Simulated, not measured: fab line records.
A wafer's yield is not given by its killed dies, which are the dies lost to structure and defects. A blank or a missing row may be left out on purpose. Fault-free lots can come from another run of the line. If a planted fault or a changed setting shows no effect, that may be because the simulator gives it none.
fab line records :: flow n5Finfet
record
  lots=4
  wafers=12
  lastDay=19
route steps=1938 shown BEOL_M8@1344
lots untouched by any fault: they come from a run of this same line in which no faults occurred
startH: start of the lot's first displayed wafer, in hours after the record's first day :: waitH: hours since the lot's step before :: " repeats the value in the row above :: L1.1+2: a row that stands for several wafers :: - either no value or no given start :: * or withheld: withheld :: < > ~ a bound
route shown NAME@n: NAME is a module with steps in the file, n the number in the route of the first one :: usual: mean/standard deviation of fault-free wafers :: same: alike in all rows :: chamber/n: place in a boat :: sites: the reading at each site :: _std_site: standard deviation across them :: _edge_site: inner sites' mean taken away from outer sites' mean :: radiusMm: for every site, how far away it sits from the centre of the wafer :: mask NAME#n: copy n :: behind: tool/chamber where the wafer was last shaped :: hold: why the lot went on hold/how many hours it stayed there/how the hold came to an end :: device: names the non-switching transistor (n, p or np) :: end of line: the tests these same wafers got at the end of their route :: for a step that has no rows: nothing shown but its recipe :: killed: not the wafer's yield, but the dies lost to structure and defects at the first sort :: map: a wafer's dies, marking killed ones x, the rest . and places with no die _
set.NAME: the setting that was run; set.NAME@STEP: the one run at that earlier step :: model.NAME: the simulator's own value behind a step, which no gauge read
certain route steps with their lots: each step a table, each wafer a row
services: a tool's chamber out of use, with start hour (startH, from the record's first day; less than 0 if before it), hours out, and reason
## steps
# step N5_BEOL_M8_DEVELOP_10
# recipe
  developTimeS=30
  developer=TMAH
  resist=CAR-ArF
  rinseLiquid=diw
  dry=airSpin
  devTempC=23
# step N5_BEOL_M8_DESCUM_16
# recipe
  chemistry=O2
  timeS=7.9
  sourcePowerW=50
  biasPowerW=20
  pressureMtorr=20
  rfFrequencyHz=2.712e+07
  tempC=40
  resist=CAR-ArF
  o2FlowSccm=225
# step N5_BEOL_M8_ETCH_61
# recipe
  chemistry=CF4
  target=SiARC
  targetDepthA=455
  maskMaterial=CAR-ArF
  timeS=75.8
  ionEnergyEv=80
  pressureMtorr=40
  sourceW=545
  biasW=36
  Ar_flow_sccm=100
  cf4FlowSccm=100
  ends=cleared
# step N5_BEOL_M8_ETCH_62
# recipe
  chemistry=N2/H2
  target=SOC
  targetDepthA=1100
  overetchA=220
  maskMaterial=SiARC
  tempC=40
  timeS=165
  ionEnergyEv=200
  pressureMtorr=30
  sourceW=840
  biasW=150
  n2FlowSccm=200
  h2FlowSccm=200
# step N5_BEOL_M8_STRIP_68
# recipe
  chemistry=N2/H2
  tempC=40
  n2FlowSccm=200
  h2FlowSccm=200
  rfFrequencyHz=6e+07
# step N5_BEOL_M8_STRIP_67
# recipe
  chemistry=CF4
  resist=SiARC
  powerW=300
  biasPowerW=75
  pressureMtorr=50
  cf4FlowSccm=150
  rfFrequencyHz=6e+07
# step N5_BEOL_M8_HM_OPEN_17
# recipe
  chemistry=Cl2/BCl3
  targetDepthA=200
  overetchA=60
  target=TiN
  maskMaterial=SOC
  ionEnergyEv=150
  pressureMtorr=10
  icpW=1000
  biasW=126
  Cl2_flow_sccm=53.25
  bcl3FlowSccm=21.75
  Ar_flow_sccm=25
# step N5_BEOL_M8_STRIP_19
# recipe
  chemistry=O2
  powerW=400
  tempC=40
  pressureMtorr=30
  rfFrequencyHz=6e+07
  biasPowerW=0
  overashFraction=0.2
  o2FlowSccm=225
# step N5_BEOL_M8_COAT_63
# recipe
  resist=SOC
  tempC=250
  timeS=60
  spinRpm=1500
  resistThkNm=60
# usual
  spinSpeedRpm=1500.2/0.87
lot.wafer: L539.1
tool: lithoTrack-01
chamber: 0
startH: 298.45
waitH: 0.3
spinSpeedRpm: 1500.0
model.SOC_of_BEOL_M8_COAT_63.thkNm: 60

lot.wafer: L539.4
tool: lithoTrack-01
chamber: 0
startH: 298.45
waitH: 0.3
spinSpeedRpm: 1499.7
model.SOC_of_BEOL_M8_COAT_63.thkNm: 60

lot.wafer: L539.6
tool: lithoTrack-01
chamber: 0
startH: 298.45
waitH: 0.3
spinSpeedRpm: 1500.7
model.SOC_of_BEOL_M8_COAT_63.thkNm: 60

lot.wafer: L538.1
tool: lithoTrack-01
chamber: 0
startH: 310.44
waitH: 0.5
spinSpeedRpm: 1567.7
model.SOC_of_BEOL_M8_COAT_63.thkNm: 59.2

lot.wafer: L538.5
tool: lithoTrack-01
chamber: 0
startH: 310.44
waitH: 0.5
spinSpeedRpm: 1567.4
model.SOC_of_BEOL_M8_COAT_63.thkNm: 59.4

lot.wafer: L538.6
tool: lithoTrack-01
chamber: 0
startH: 310.44
waitH: 0.5
spinSpeedRpm: 1567.9
model.SOC_of_BEOL_M8_COAT_63.thkNm: 59

lot.wafer: L542.1
tool: lithoTrack-01
chamber: 0
startH: 321.64
waitH: 3.4
spinSpeedRpm: 1567.8
model.SOC_of_BEOL_M8_COAT_63.thkNm: 59

lot.wafer: L542.5
tool: lithoTrack-01
chamber: 0
startH: 321.64
waitH: 3.4
spinSpeedRpm: 1566.0
model.SOC_of_BEOL_M8_COAT_63.thkNm: 59

lot.wafer: L542.6
tool: lithoTrack-01
chamber: 0
startH: 321.64
waitH: 3.4
spinSpeedRpm: 1566.5
model.SOC_of_BEOL_M8_COAT_63.thkNm: 59

lot.wafer: L553.1
tool: lithoTrack-04
chamber: 0
startH: 389.23
waitH: 2.0
spinSpeedRpm: 1499.3
model.SOC_of_BEOL_M8_COAT_63.thkNm: 60

lot.wafer: L553.5
tool: lithoTrack-04
chamber: 0
startH: 389.23
waitH: 2.0
spinSpeedRpm: 1499.1
model.SOC_of_BEOL_M8_COAT_63.thkNm: 60.2

lot.wafer: L553.6
tool: lithoTrack-04
chamber: 0
startH: 389.23
waitH: 2.0
spinSpeedRpm: 1500.4
model.SOC_of_BEOL_M8_COAT_63.thkNm: 60.4
# step N5_BEOL_M8_COAT_64
# recipe
  resist=SiARC
  tempC=220
  timeS=60
  spinRpm=1500
  resistThkNm=12
# step N5_BEOL_M8_COAT_71
# recipe
  resist=underlayer
  tempC=205
  timeS=60
  spinRpm=1500
  resistThkNm=5
# step N5_BEOL_M8_COAT_22
# recipe
  resist=CAR-EUV
  spinRpm=1500
  resistThkNm=30
# step N5_BEOL_M8_EBR_24
# recipe
  solvent=PGMEA
  ebrWidthMm=1.5
# step N5_BEOL_M8_SOFTBAKE_23
# recipe
  tempC=110
  timeS=60
  resist=CAR-EUV
# step N5_BEOL_M8_EXPOSE_25
# recipe
  maskId=V7
  na=0.33
  sourceShape=annular
  sigmaInner=0.4
  sigmaOuter=0.8
  polarization=unpolarized
  targetCdNm=40
  doseMj=42.5
# step N5_BEOL_M8_PEB_26
# recipe
  pebTempC=100
  pebTimeS=60
  resist=CAR-EUV
# step N5_BEOL_M8_DEVELOP_27
# recipe
  developTimeS=30
  developer=TMAH
  resist=CAR-EUV
  rinseLiquid=surfactantRinse
  dry=airSpin
  devTempC=23
# step N5_BEOL_M8_DESCUM_33
# recipe
  chemistry=O2
  timeS=7
  sourcePowerW=50
  biasPowerW=20
  pressureMtorr=20
  rfFrequencyHz=2.712e+07
  tempC=40
  resist=CAR-EUV
  o2FlowSccm=225
# step N5_BEOL_M8_ETCH_72
# recipe
  chemistry=N2/H2
  target=underlayer
  targetDepthA=65
  maskMaterial=CAR-EUV
  timeS=5.2
  ionEnergyEv=200
  pressureMtorr=30
  sourceW=840
  biasW=150
  n2FlowSccm=200
  h2FlowSccm=200
  ends=cleared
# step N5_BEOL_M8_ETCH_65
# recipe
  chemistry=CF4
  target=SiARC
  targetDepthA=156
  maskMaterial=CAR-EUV
  timeS=26
  ionEnergyEv=80
  pressureMtorr=40
  sourceW=545
  biasW=36
  Ar_flow_sccm=100
  cf4FlowSccm=100
  ends=cleared
# step N5_BEOL_M8_ETCH_66
# recipe
  chemistry=N2/H2
  target=SOC
  targetDepthA=800
  overetchA=160
  maskMaterial=SiARC
  tempC=40
  timeS=120
  ionEnergyEv=200
  pressureMtorr=30
  sourceW=840
  biasW=150
  n2FlowSccm=200
  h2FlowSccm=200
# usual
  drypumpMotorCurrentA=5.7/0.53
  oesProductAu=0.62/0.061
  rfVppV=523.7/2
  showerheadPlenumPTorr=2.53/0.071
  throttleValvePct=17.58/0.27
lot.wafer: L539.1
tool: rieDiel-04
chamber: 1
startH: 299.43
waitH: 0.0
drypumpMotorCurrentA: 6.3
oesProductAu: 0.63
rfHoursCounterH: 75
rfVppV: 526.2
showerheadPlenumPTorr: 2.59
throttleValvePct: 17.99
model.etch.depthNm: 60.1

lot.wafer: L539.4
tool: rieDiel-04
chamber: 0
startH: 299.43
waitH: 0.0
drypumpMotorCurrentA: 5.8
oesProductAu: 0.73
rfHoursCounterH: 10
rfVppV: 523.4
showerheadPlenumPTorr: 2.47
throttleValvePct: 17.17
model.etch.depthNm: 60.03

lot.wafer: L539.6
tool: rieDiel-04
chamber: 0
startH: 299.43
waitH: 0.0
drypumpMotorCurrentA: 5.8
oesProductAu: 0.72
rfHoursCounterH: -
rfVppV: 521.4
showerheadPlenumPTorr: 2.47
throttleValvePct: 17.15
model.etch.depthNm: 60.09

lot.wafer: L538.1
tool: rieDiel-01
chamber: 0
startH: 310.92
waitH: 0.0
drypumpMotorCurrentA: 5.5
oesProductAu: 0.52
rfHoursCounterH: 239
rfVppV: 523.4
showerheadPlenumPTorr: 2.51
throttleValvePct: 17.94
model.etch.depthNm: 59.17

lot.wafer: L538.5
tool: rieDiel-01
chamber: 2
startH: 310.92
waitH: 0.0
drypumpMotorCurrentA: 5.2
oesProductAu: 0.68
rfHoursCounterH: -
rfVppV: 527.0
showerheadPlenumPTorr: 2.70
throttleValvePct: 17.22
model.etch.depthNm: 59.32

lot.wafer: L538.6
tool: rieDiel-01
chamber: 3
startH: 310.92
waitH: 0.0
drypumpMotorCurrentA: 5.6
oesProductAu: 0.61
rfHoursCounterH: -
rfVppV: 520.4
showerheadPlenumPTorr: 2.47
throttleValvePct: 17.54
model.etch.depthNm: 59.08

lot.wafer: L542.1
tool: rieDiel-05
chamber: 0
startH: 322.11
waitH: 0.0
drypumpMotorCurrentA: 5.3
oesProductAu: 0.57
rfHoursCounterH: 146
rfVppV: 523.5
showerheadPlenumPTorr: 2.54
throttleValvePct: 17.64
model.etch.depthNm: 59

lot.wafer: L542.5
tool: rieDiel-05
chamber: 1
startH: 322.11
waitH: 0.0
drypumpMotorCurrentA: 6.4
oesProductAu: 0.61
rfHoursCounterH: -
rfVppV: 521.4
showerheadPlenumPTorr: 2.47
throttleValvePct: 17.49
model.etch.depthNm: 58.99

lot.wafer: L542.6
tool: rieDiel-05
chamber: 0
startH: 322.11
waitH: 0.0
drypumpMotorCurrentA: 5.2
oesProductAu: 0.57
rfHoursCounterH: -
rfVppV: 523.8
showerheadPlenumPTorr: 2.54
throttleValvePct: 17.64
model.etch.depthNm: 58.98

lot.wafer: L553.1
tool: rieDiel-04
chamber: 2
startH: 390.25
waitH: 0.0
drypumpMotorCurrentA: 4.9
oesProductAu: 0.54
rfHoursCounterH: 217
rfVppV: 523.1
showerheadPlenumPTorr: 2.52
throttleValvePct: 17.58
model.etch.depthNm: 60.04

lot.wafer: L553.5
tool: rieDiel-04
chamber: 3
startH: 390.25
waitH: 0.0
drypumpMotorCurrentA: 6.5
oesProductAu: 0.68
rfHoursCounterH: -
rfVppV: 526.8
showerheadPlenumPTorr: 2.58
throttleValvePct: 17.36
model.etch.depthNm: 60.21

lot.wafer: L553.6
tool: rieDiel-04
chamber: 0
startH: 390.25
waitH: 0.0
drypumpMotorCurrentA: 5.7
oesProductAu: 0.67
rfHoursCounterH: -
rfVppV: 522.0
showerheadPlenumPTorr: 2.45
throttleValvePct: 17.24
model.etch.depthNm: 60.44
# step N5_BEOL_M8_STRIP_69
# recipe
  chemistry=N2/H2
  tempC=40
  n2FlowSccm=200
  h2FlowSccm=200
  rfFrequencyHz=6e+07
# step N5_BEOL_M8_STRIP_73
# recipe
  chemistry=N2/H2
  tempC=40
  n2FlowSccm=200
  h2FlowSccm=200
  rfFrequencyHz=6e+07
# step N5_BEOL_M8_VIA_ETCH_34
# recipe
  chemistry=C4F6/O2
  target=SiCOH_lowk
  targetDepthA=1255
  maskMaterial=SOC
  taperDeg=4
  timeS=50.5
  ionEnergyEv=250
  pressureMtorr=30
  sourceW=345
  biasW=185
  Ar_flow_sccm=300
  C4F6_flow_sccm=10
  O2_flow_sccm=10
# usual
  drypumpMotorCurrentA=5.7/0.53
  oesProductAu=0.80/0.084
  rfVppV=668/20
  showerheadPlenumPTorr=2.85/0.073
  throttleValvePct=20.72/0.18
lot.wafer: L539.1
tool: rieDiel-04
chamber: 1
startH: 299.53
waitH: 0.0
drypumpMotorCurrentA: 6.3
oesProductAu: 0.82
rfHoursCounterH: 75
rfVppV: 693
showerheadPlenumPTorr: 2.89
throttleValvePct: 21.04
model.SOC_of_BEOL_M8_COAT_63.thkNm: 54.2

lot.wafer: L539.4
tool: rieDiel-04
chamber: 0
startH: 299.53
waitH: 0.0
drypumpMotorCurrentA: 5.8
oesProductAu: 0.94
rfHoursCounterH: 10
rfVppV: 672
showerheadPlenumPTorr: 2.83
throttleValvePct: 20.63
model.SOC_of_BEOL_M8_COAT_63.thkNm: 54

lot.wafer: L539.6
tool: rieDiel-04
chamber: 0
startH: 299.53
waitH: 0.0
drypumpMotorCurrentA: 5.8
oesProductAu: 0.95
rfHoursCounterH: -
rfVppV: 671
showerheadPlenumPTorr: 2.83
throttleValvePct: 20.64
model.SOC_of_BEOL_M8_COAT_63.thkNm: 54

lot.wafer: L538.1
tool: rieDiel-01
chamber: 0
startH: 311.02
waitH: 0.0
drypumpMotorCurrentA: 5.5
oesProductAu: 0.68
rfHoursCounterH: 239
rfVppV: 682
showerheadPlenumPTorr: 2.83
throttleValvePct: 21.10
model.SOC_of_BEOL_M8_COAT_63.thkNm: 53.2

lot.wafer: L538.5
tool: rieDiel-01
chamber: 2
startH: 311.02
waitH: 0.0
drypumpMotorCurrentA: 5.2
oesProductAu: 0.91
rfHoursCounterH: -
rfVppV: 677
showerheadPlenumPTorr: 3.05
throttleValvePct: 20.58
model.SOC_of_BEOL_M8_COAT_63.thkNm: 53

lot.wafer: L538.6
tool: rieDiel-01
chamber: 3
startH: 311.02
waitH: 0.0
drypumpMotorCurrentA: 5.6
oesProductAu: 0.78
rfHoursCounterH: -
rfVppV: 640
showerheadPlenumPTorr: 2.74
throttleValvePct: 20.50
model.SOC_of_BEOL_M8_COAT_63.thkNm: 53

lot.wafer: L542.1
tool: rieDiel-05
chamber: 0
startH: 322.21
waitH: 0.0
drypumpMotorCurrentA: 5.3
oesProductAu: 0.75
rfHoursCounterH: 147
rfVppV: 668
showerheadPlenumPTorr: 2.85
throttleValvePct: 20.83
model.SOC_of_BEOL_M8_COAT_63.thkNm: 53

lot.wafer: L542.5
tool: rieDiel-05
chamber: 1
startH: 322.21
waitH: 0.0
drypumpMotorCurrentA: 6.4
oesProductAu: 0.80
rfHoursCounterH: -
rfVppV: 642
showerheadPlenumPTorr: 2.78
throttleValvePct: 20.65
model.SOC_of_BEOL_M8_COAT_63.thkNm: 53

lot.wafer: L542.6
tool: rieDiel-05
chamber: 0
startH: 322.21
waitH: 0.0
drypumpMotorCurrentA: 5.3
oesProductAu: 0.76
rfHoursCounterH: -
rfVppV: 669
showerheadPlenumPTorr: 2.85
throttleValvePct: 20.80
model.SOC_of_BEOL_M8_COAT_63.thkNm: 53

lot.wafer: L553.1
tool: rieDiel-04
chamber: 2
startH: 390.35
waitH: 0.0
drypumpMotorCurrentA: 4.9
oesProductAu: 0.69
rfHoursCounterH: 217
rfVppV: 688
showerheadPlenumPTorr: 2.83
throttleValvePct: 20.67
model.SOC_of_BEOL_M8_COAT_63.thkNm: 54.4

lot.wafer: L553.5
tool: rieDiel-04
chamber: 3
startH: 390.35
waitH: 0.0
drypumpMotorCurrentA: 6.6
oesProductAu: 0.89
rfHoursCounterH: -
rfVppV: 629
showerheadPlenumPTorr: 2.88
throttleValvePct: 20.41
model.SOC_of_BEOL_M8_COAT_63.thkNm: 54

lot.wafer: L553.6
tool: rieDiel-04
chamber: 0
startH: 390.35
waitH: 0.0
drypumpMotorCurrentA: 5.8
oesProductAu: 0.88
rfHoursCounterH: -
rfVppV: 672
showerheadPlenumPTorr: 2.82
throttleValvePct: 20.70
model.SOC_of_BEOL_M8_COAT_63.thkNm: 54.2
# step N5_BEOL_M8_STRIP_76
# recipe
  chemistry=C4F6/O2
  resist=SiARC
  rfFrequencyHz=6e+07
## services
tool: rieDiel-04
chamber: 3
startH: 304.27
hours: -
kind: clean

tool: rieDiel-04
chamber: 3
startH: 304.27
hours: -
kind: consumableReplace:focusRing

tool: rieDiel-04
chamber: 3
startH: 304.27
hours: 19.4
kind: scheduledDown

tool: rieDiel-04
chamber: 3
startH: 304.27
hours: 19.4
kind: ventCycle

tool: rieDiel-01
chamber: 0
startH: 346.66
hours: -
kind: clean

tool: rieDiel-01
chamber: 0
startH: 346.66
hours: -
kind: consumableReplace:focusRing

tool: rieDiel-01
chamber: 0
startH: 346.66
hours: 20.2
kind: scheduledDown

tool: rieDiel-01
chamber: 0
startH: 346.66
hours: 20.2
kind: ventCycle

tool: lithoTrack-01
chamber: -
startH: 349.65
hours: -
kind: consumableReplace:filter

tool: rieDiel-04
chamber: 2
startH: 364.60
hours: 12.6
kind: repair

tool: lithoTrack-04
chamber: -
startH: 388.79
hours: -
kind: consumableReplace:filter
## key
firstSign
  step=N5_BEOL_M8_COAT_63
  reading=spinSpeedRpm
  direction=up
  sigmas=77
  usual=*
  struck=*
effect none on later readings
modelEffect
  step=N5_BEOL_M8_COAT_63
  value=SOC_of_BEOL_M8_COAT_63.thkNm
  without=60.37
  struck=59.1
modelEffect
  step=N5_BEOL_M8_ETCH_66
  value=etch.depthNm
  without=60.39
  struck=59.09
modelEffect
  step=N5_BEOL_M8_VIA_ETCH_34
  value=SOC_of_BEOL_M8_COAT_63.thkNm
  without=54.33
  struck=53.03
metAt N5_BEOL_M8_COAT_63
struckWafers L538.1,L538.5,L538.6,L542.1,L542.5,L542.6
onsetBetween 298.45 310.44
fault
  kind=processParameterDrift
  tool=lithoTrack-01
  chamber=-
  onsetH=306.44
  steps=N5_BEOL_M8_COAT_63
  channel=spinRpm
  offset=*
  shape=step
  endH=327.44
  actsIn=*
  stated=*
